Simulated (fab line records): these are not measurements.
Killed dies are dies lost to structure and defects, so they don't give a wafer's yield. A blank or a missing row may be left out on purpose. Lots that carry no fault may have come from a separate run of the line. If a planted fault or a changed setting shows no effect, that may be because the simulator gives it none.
Lot-split experiment + flow n5Finfet + 21 wafers read across 7 lots, on a route 1938 steps long

## SPLIT DETAILS
At N5_BEOL_M9_TRENCH_ETCH_37 (etches SiCOH lowk in C4F6/O2, target depth 151.43 nm, time 49 s), the setting sourceW was moved away from the recipe's 345 W on 4 of the 21 wafers read, by -16.4% to +9.0%. All remaining wafers had this setting at the recipe value.

## FROM THE SPLIT TO THE READING: what the file shows between them, 10 steps
- N5_BEOL_M9_ETCH_41: etches SiCN in CH3F/O2, target depth 36.6 nm, time 70.1 s
- N5_BEOL_M9_STRIP_80: strips in N2/H2, time 10 s
- N5_BEOL_M9_HM_STRIP_39: strips TiN in peroxide tin strip, target depth 25 nm, time 158 s
- N5_BEOL_M9_SRD_40: time 30 s
- N5_BEOL_M9_PRECLEAN_42: cleans in residue remover, time 60 s
- N5_BEOL_M9_ECD_50: material Cu, target thk 318 nm
- N5_BEOL_M9_ANNEAL_51: time 90 s
- N5_BEOL_M9_CMP_52: polishes, stops on SiCOH lowk, t overpolish 7 s, target thk 140 nm
- N5_BEOL_M9_PRE_CLEAN_55: time 15 s
- N5_BEOL_M9_DEP_56: deposits SiCN from 3MS/NH3, target thk 15 nm, time 26.5 s

## THE READING
Measured at N5_BEOL_M9_RS_MEAS_57 by four-point probe: M9_RS, in ohm/sq. A value of 0.152 ohm/sq with a standard deviation of 0.0032 ohm/sq is what fault-free wafers of this fab line usually give.

| wafer  | tool, chamber at the split | sourceW as run, W | against the recipe | M9_RS, ohm/sq | against lot-mates on the recipe |
|--------|----------------------------|-------------------|--------------------|---------------|---------------------------------|
| L083.1 | rieDiel-06, 2              | 345               | recipe             | 0.155         | -                               |
| L083.3 | rieDiel-06, 0              | 376               | +9.0%              | 0.144         | -0.008                          |
| L083.6 | rieDiel-06, 3              | 345               | recipe             | 0.149         | -                               |
| L085.1 | rieDiel-03, 0              | 345               | recipe             | 0.156         | -                               |
| L085.5 | rieDiel-03, 1              | 345               | recipe             | 0.153         | -                               |
| L085.6 | rieDiel-03, 2              | 345               | recipe             | 0.156         | -                               |
| L086.2 | rieDiel-06, 1              | 345               | recipe             | 0.148         | -                               |
| L086.4 | rieDiel-06, 3              | 345               | recipe             | 0.151         | -                               |
| L086.6 | rieDiel-06, 0              | 370               | +7.2%              | 0.140         | -0.009                          |
| L089.1 | rieDiel-06, 2              | 345               | recipe             | 0.154         | -                               |
| L089.3 | rieDiel-06, 0              | 345               | recipe             | 0.147         | -                               |
| L089.5 | rieDiel-06, 3              | 345               | recipe             | 0.151         | -                               |
| L093.1 | rieDiel-03, 2              | 345               | recipe             | 0.157         | -                               |
| L093.4 | rieDiel-03, 0              | 345               | recipe             | 0.156         | -                               |
| L093.6 | rieDiel-03, 0              | 303.7             | -12.0%             | 0.165         | +0.009                          |
| L096.1 | rieDiel-03, 2              | 345               | recipe             | 0.157         | -                               |
| L096.3 | rieDiel-03, 1              | 345               | recipe             | 0.153         | -                               |
| L096.5 | rieDiel-03, 1              | 345               | recipe             | 0.153         | -                               |
| L079.1 | rieDiel-06, 1              | 288.4             | -16.4%             | 0.162         | +0.014                          |
| L079.2 | rieDiel-06, 3              | 345               | recipe             | 0.151         | -                               |
| L079.3 | rieDiel-06, 0              | 345               | recipe             | 0.146         | -                               |

FIT RESULTS
A straight line over all 21 wafers: M9_RS changes by -0.000875 ohm/sq for each +1% of sourceW; r = -0.78; the points scatter about the line by 0.0037 ohm/sq.
The same after taking each lot's own level away (the mean of its wafers on the recipe; 21 wafers): -0.000856 ohm/sq for each +1%; r = -0.90; scatter 0.0022 ohm/sq.
Per that fit: largest sourceW move, reading shift of 0.014 ohm/sq.
The lots' own levels span 0.1485 to 0.1565 ohm/sq, that is 2.5 times the standard deviation above.
So the lot-to-lot level blurs the effect unless lot-mates are compared.
Check: +0.0141 ohm/sq against its lot-mates is what the line predicts for one of the wafers moved furthest among these (-16.4%) when that wafer is left out of the fit. Against them it came out at +0.0135 ohm/sq.
Tool readings at the split's step, against how far the setting was moved: rfVppV r = -0.93.

## OTHER SPLITS APPLIED TO THESE WAFERS
Note: prior to the reading, these wafers also went through further splits. Each is held against what the fit with the lots' levels taken away leaves over:
| other split on the same wafers | wafers away from the commonest value | r with M9_RS (lot level and that fit taken away) |
|--------------------------------|--------------------------------------|--------------------------------------------------|
| N5_BEOL_M9_COAT_05 spinRpm     | 5                                    | +0.17                                            |

## THE WHOLE CHAIN: every reading that the file lists as answering this split, in the file's order
| step                      | what it does                                                       | reading                                                                     | change (the file's fit)               | r (the file's) |
|---------------------------|--------------------------------------------------------------------|-----------------------------------------------------------------------------|---------------------------------------|----------------|
| N5_BEOL_M9_TRENCH_ETCH_37 | etches SiCOH lowk in C4F6/O2, target depth 151.43 nm, time 49 s    | rfVppV                                                                      | -3.58 V for each +1% of the setting   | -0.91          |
| N5_BEOL_M9_TRENCH_ETCH_37 | etches SiCOH lowk in C4F6/O2, target depth 151.43 nm, time 49 s    | BEOL_M9.featureDepthNm (the simulator's own value, which no gauge read)     | +0.652 nm for each +1% of the setting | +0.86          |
| N5_BEOL_M9_TRENCH_ETCH_37 | etches SiCOH lowk in C4F6/O2, target depth 151.43 nm, time 49 s    | etch.depthNm (the simulator's own value, which no gauge read)               | +0.649 nm for each +1% of the setting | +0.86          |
| N5_BEOL_M9_CMP_52         | polishes, stops on SiCOH lowk, t overpolish 7 s, target thk 140 nm | Cu_of_BEOL_M9_ECD_50.thkNm (the simulator's own value, which no gauge read) | +0.696 nm for each +1% of the setting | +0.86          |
| N5_BEOL_M9_RS_MEAS_57     | measures by four-point-probe                                       | M9_RS                                                                       | -0.000863 for each +1% of the setting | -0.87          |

## THE FILE'S OWN FIT
M9_RS changes by -0.000863 ohm/sq for each +1% of sourceW, r = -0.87.
